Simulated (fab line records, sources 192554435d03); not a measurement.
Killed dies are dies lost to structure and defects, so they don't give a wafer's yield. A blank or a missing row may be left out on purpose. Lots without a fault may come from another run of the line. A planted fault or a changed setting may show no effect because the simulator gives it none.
Problem report in the 8D (eight disciplines) form, filled by code | flow n5_finfet | the parts of the form that need people (team, actions taken, sign-off) are left out

1. THE PROBLEM
killed_at_M4_up at N5_PASSIVATION_PROBE_49 reads a mean of 142 on 2 wafers of 2 lots; wafers without a fault read 13 with a standard deviation of 5.9. That is +22 standard deviations from the usual mean.
First seen on wafer L324.6, day 17 12:03, on prober-02. The record holds 33 wafers of 11 lots with a number at this step. Rule for "out", or "out of limits": more than 4 standard deviations from the usual mean. The other wafers with a number count as sound.

2. WHAT IT IS AND WHAT IT IS NOT
question                    | is                                                                                                   | is not
which readings at this step | killed_at_M4_up, defect_limited_yield, killed_dies, sort_bin_5_function, sort_n_pass, sort_yield_pct | killed_at_M0_to_M3, killed_at_contacts, killed_at_front_end, killed_at_other, killed_open, killed_short, sort_bin_8_speed
which lots                  | L324, L325                                                                                           | L315, L316, L318, L319, L320, L321, L322, L323, L334
which wafers of those lots  | L324.6, L325.3                                                                                       | L324.2, L324.3, L325.1, L325.4
read on which tools         | prober-02                                                                                            | prober-01
when                        | from day 17 12:03                                                                                    | up to then (26 sound wafers); but 5 sound wafers of L325, L334 came after

3. SUSPECTS, AND WHAT RULES EACH OUT
Counting: a tool at a process step up to the reading stays a suspect if it ran every lot that is out. Sound lots after the first of them don't rule it out here, since some wafers of a struck lot are sound.
- pvd_sputter-02 at N5_BEOL_M7_PRE_CLEAN_45 (time 30 s): kept. It ran every lot that is out, first L324 (day 14 03:44); its last sound lot up to then is L323 (day 13 15:05).
- rie_diel-03 at N5_PASSIVATION_DESCUM_32 (chemistry O2, time 7.9 s): kept. It ran every lot that is out, first L324 (day 17 07:00); its last sound lot up to then is L321 (day 16 06:11).
- prober-02 at N5_PASSIVATION_PROBE_49: kept. It ran every lot that is out, first L324 (day 17 11:51); its last sound lot up to then is L322 (day 16 21:48). Its own readings are out on those wafers: defect_limited_yield, killed_at_M4_up, killed_dies, sort_bin_5_function, sort_n_pass, sort_yield_pct.
- Within rie_diel-03 at N5_PASSIVATION_DESCUM_32: the wafers that are out ran in chamber 0; their sound lot-mates ran in chambers 1, 3.
Left after counting: pvd_sputter-02 at N5_BEOL_M7_PRE_CLEAN_45, rie_diel-03 at N5_PASSIVATION_DESCUM_32, prober-02 at N5_PASSIVATION_PROBE_49.

4. THE CAUSE (what the simulator had put in)
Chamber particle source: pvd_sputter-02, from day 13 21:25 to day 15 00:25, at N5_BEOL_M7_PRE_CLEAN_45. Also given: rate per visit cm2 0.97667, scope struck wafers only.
Counting left 3 suspects, and this tool is among them.

5. THE CHAIN OF EFFECTS, in route order
Each row: a reading whose mean over the struck wafers that have a number lies more than 3 standard deviations from the usual. Only readings for which the record gives a usual standard deviation are gone through. hours: the time from each lot's start at the first step in this table that gives one to its start at this step, as a median over the lots. sigmas: the change in usual standard deviations.
hours | step                    | reading              | usual  | on struck wafers | change | sigmas
0     | N5_PASSIVATION_PROBE_49 | defect_limited_yield | 90.9 % | 80.9             | -10.0  | -7.1
0     | N5_PASSIVATION_PROBE_49 | killed_at_M4_up      | 13     | 142              | +128   | +22
0     | N5_PASSIVATION_PROBE_49 | killed_dies          | 107    | 225              | +118   | +7.4
0     | N5_PASSIVATION_PROBE_49 | sort_bin_5_function  | 5.3 %  | 11.7             | +6.4   | +6.8
0     | N5_PASSIVATION_PROBE_49 | sort_n_pass          | 1073   | 955              | -118   | -7.4
0     | N5_PASSIVATION_PROBE_49 | sort_yield_pct       | 90.9 % | 80.9             | -10.0  | -7.1
The process steps in it:
- N5_PASSIVATION_PROBE_49

6. WHAT WOULD HAVE CAUGHT IT SOONER
In this record the first reading out of limits was taken at day 17 12:03, 87 hours after the fault began at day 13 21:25.
Of the tool readings at N5_BEOL_M7_PRE_CLEAN_45 for which the record gives a usual standard deviation, none was out on any struck wafer, so an alarm limit of 4 standard deviations on them would not have fired.
All the lots that are out (2) had begun N5_BEOL_M7_PRE_CLEAN_45 on pvd_sputter-02 by day 17 12:03. A hold on the tool at that time would have spared none of them.
